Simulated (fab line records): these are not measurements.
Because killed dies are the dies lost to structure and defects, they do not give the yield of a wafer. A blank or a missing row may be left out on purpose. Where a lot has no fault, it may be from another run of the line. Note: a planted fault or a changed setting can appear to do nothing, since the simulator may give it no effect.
Struck lot and sound lot, side by side	flow nand harc	16 out of 1302 route steps
Sound: these wafers, L377.1, L377.2, L377.4. Wafers struck: L379.1, L379.2, L379.3. The cause is named last.
At each step with rows: each side's tool, then ch and its chambers, then its first start. Under that, the readings that differ: sound wafers	struck wafers	difference of the means	sigmas: that difference in standard deviations of wafers without a fault.
alike: same words and numbers on both sides, and readings whose means sit less than 2 such deviations apart. not compared: any withheld reading, any reading some wafer has no value for, any bound like >300 that may hide the same value, and any number with overlapping values for which the record gives no deviation.
Wherever a step has rows on one side only, a row that says differs or no value, or a row with sigmas, the two part there. Numbers that have no deviation but don't overlap get no sigmas and don't part them. A reading missing from all wafers of one side parts the sides only when that side holds two or more wafers.

first, 1 step without rows for these wafers: NHARC_A_M0_DESCUM_14 (chemistry O2, time 3 s).
NHARC_A_M0_ETCH_34: etches the open film in N2/H2, target depth 40 nm, overetch 12 nm, time 43.94 s.
  sound on rie diel-06 ch 0,1,3, day 24 22:04; struck on rie diel-06 ch 0,1,3, day 25 10:47
  alike: drypump motor current A, oes product au, rf vpp V, showerhead plenum p Torr, throttle valve pct
  not compared: rf hours counter h
NHARC_A_M0_ETCH_15: etches the open film in C4F8/Ar, target depth 150 nm, overetch 15 nm, time 82.5 s.
  sound: rie diel-06 ch 0,1,3; struck: rie diel-06 ch 1,2,3
  alike: oes product au, rf vpp V
  not compared: rf hours counter h
NHARC_A_M0_CD_MEAS_16:
  sound on cd sem-01 at day 24 22:17; struck on cd sem-01 at day 25 11:00
  alike: cd nm
then, 2 steps without rows for these wafers: NHARC_A_M0_STRIP_18 (strips in N2/H2); NHARC_A_M0_STRIP_19 (strips in post etch residue remover, time 600 s).
NHARC_A_M0_DEGAS_28: time 60 s.
  sound on pvd sputter-01 at day 24 22:56; struck on pvd sputter-02 at day 25 11:41
  alike: heater power w
then, 1 step without rows for these wafers: NHARC_A_M0_PRE_CLEAN_29 (time 30 s).
NHARC_A_M0_PVD_20: deposits TaN, target thk 5 nm, time 8.06 s.
  sound on pvd sputter-01; struck on pvd sputter-02
  alike: cathode dc power W, chamber pressure pa, throttle valve pct
then, 2 steps without rows for these wafers: NHARC_A_M0_PVD_21 (deposits Cu, target thk 30 nm, time 20.49 s); NHARC_A_M0_ECD_22 (material Cu, target thk 400 nm).
NHARC_A_M0_ANNEAL_30: time 90 s.
  sound on rtp anneal-01 ch 0, day 24 23:40; struck on rtp anneal-02 ch 0, day 25 12:54
reading	sound	struck	difference	sigmas
anneal temp c (C)	224.61 224.70 224.82	225.31 225.24 225.24	+0.55	+3
  alike: wafer_temp_C_max
NHARC_A_M0_CMP_23: polishes, t overpolish 20 s, target thk 113.75 nm.
  sound on cmp-01 ch 1,2,3, day 25 00:01; struck on cmp-02 ch 0,1,2, day 25 13:16
  no value came back on the struck wafers for edge zone pressure frac, motor current A (A), t overpolish s (s), time to endpoint s (s); on the sound wafers edge zone pressure frac reads 1.003 1.013 1.013
NHARC_A_M0_THK_MEAS_24: measures by xrf.
  sound on film metro-01 at day 25 00:20; struck on film metro-01 at day 25 13:33
reading	sound	struck	difference	sigmas
thk nm (nm)	114.7 115.1 113.0	401.6 404.5 399.1	+287.5	+99 or more
next, for these wafers, 1 step has no rows: NHARC_A_M0_SRD_25.
NHARC_END_SORT_01:
  sound on prober-02 ch 0, day 26 12:55; struck on prober-01 ch 0, day 27 06:10
reading	sound	struck	difference	sigmas
defect limited yield (%)	91.0 91.4 91.1	0 0 0	-91	-35
killed at array	55 52 52	674 676 673	+621	+35
killed dies	61 58 60	677 677 677	+617	+34
  alike: killed at other, killed at periphery, killed open, killed short

== WHERE THEY PART ==
Last at NHARC_END_SORT_01 as far as this record goes, first at NHARC_A_M0_ANNEAL_30.

WHY: the cause the simulator had injected
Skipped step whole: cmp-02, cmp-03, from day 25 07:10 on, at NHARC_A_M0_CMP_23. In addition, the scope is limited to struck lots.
